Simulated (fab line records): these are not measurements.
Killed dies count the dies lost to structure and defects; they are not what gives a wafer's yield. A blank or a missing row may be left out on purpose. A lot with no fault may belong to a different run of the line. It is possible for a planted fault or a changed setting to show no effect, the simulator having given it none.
8D (eight disciplines) problem report, filled in by code | flow nand harc | the parts of the form that need people (team, actions taken, sign-off) are left out

## 1. WHAT IS WRONG
At NHARC_END_SORT_01, killed dies averages 124 over 9 wafers from 3 lots, while fault-free wafers read 32, standard deviation 11. Relative to the usual mean, that is a shift of +8.4 standard deviations.
First seen on wafer L374.1, day 22 02:00, on prober-02. The record has a number at this step for 9 wafers belonging to 3 lots. By rule, "out" or "out of limits" means more than 4 standard deviations away from the usual mean. Any other wafer with a number is counted as sound.

## 2. WHAT IT IS AND WHAT IT IS NOT
question                    | is                           | is not
which readings at this step | killed dies, killed at array | killed at periphery
which lots                  | L371, L372, L374             | -
which wafers of those lots  | all that have a number       | -
read on which gauges        | prober-01, prober-02         | -
when                        | from day 22 02:00            | up to then (0 sound wafers)

## 3. WHAT RULES OUT EACH SUSPECT
Counting: a tool at any process step up to the reading remains a suspect when it ran all the lots that are out and ran no sound lot after the first of those.
- the gauge at NHARC_END_SORT_01 has been ruled out. The wafers that are out were read on 2 gauges (prober-01, prober-02).
- rie diel-04 at NHARC_A_CONTACT_STRIP_101 (strips in O2/COS): kept. It ran every lot that is out, first L371 (day 18 23:26), and no sound lot after that.
Remaining after the count: rie diel-04 at NHARC_A_CONTACT_STRIP_101.

## 4. THE CAUSE (what the simulator had put in)
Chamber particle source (rie diel-04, NHARC_A_CONTACT_STRIP_101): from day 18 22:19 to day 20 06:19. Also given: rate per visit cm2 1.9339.
This tool alone remained once counting was done.

## 5. SEQUENCE OF EFFECTS, ordered by route
Each row: a reading where the mean over the struck wafers with a number is more than 3 standard deviations away from the usual. Only readings for which the record gives a usual standard deviation are gone through. hours: the time from each lot's start at the first step in this table that gives one to its start at this step, as a median over the lots. sigmas: the change in usual standard deviations.
hours | step              | reading         | usual | on struck wafers | change | sigmas
0     | NHARC_END_SORT_01 | killed at array | 28    | 119              | +91    | +8.2
0     | NHARC_END_SORT_01 | killed dies     | 32    | 124              | +92    | +8.4

## 6. HOW IT WOULD HAVE BEEN CAUGHT EARLIER
The first out-of-limits reading at a measuring or inspecting step in this record came at day 22 02:00, 76 hours after the fault's start at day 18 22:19.
By day 22 02:00, every lot that is out (3) had started NHARC_A_CONTACT_STRIP_101 on rie diel-04. Tool hold at that time: it would have spared none of them.
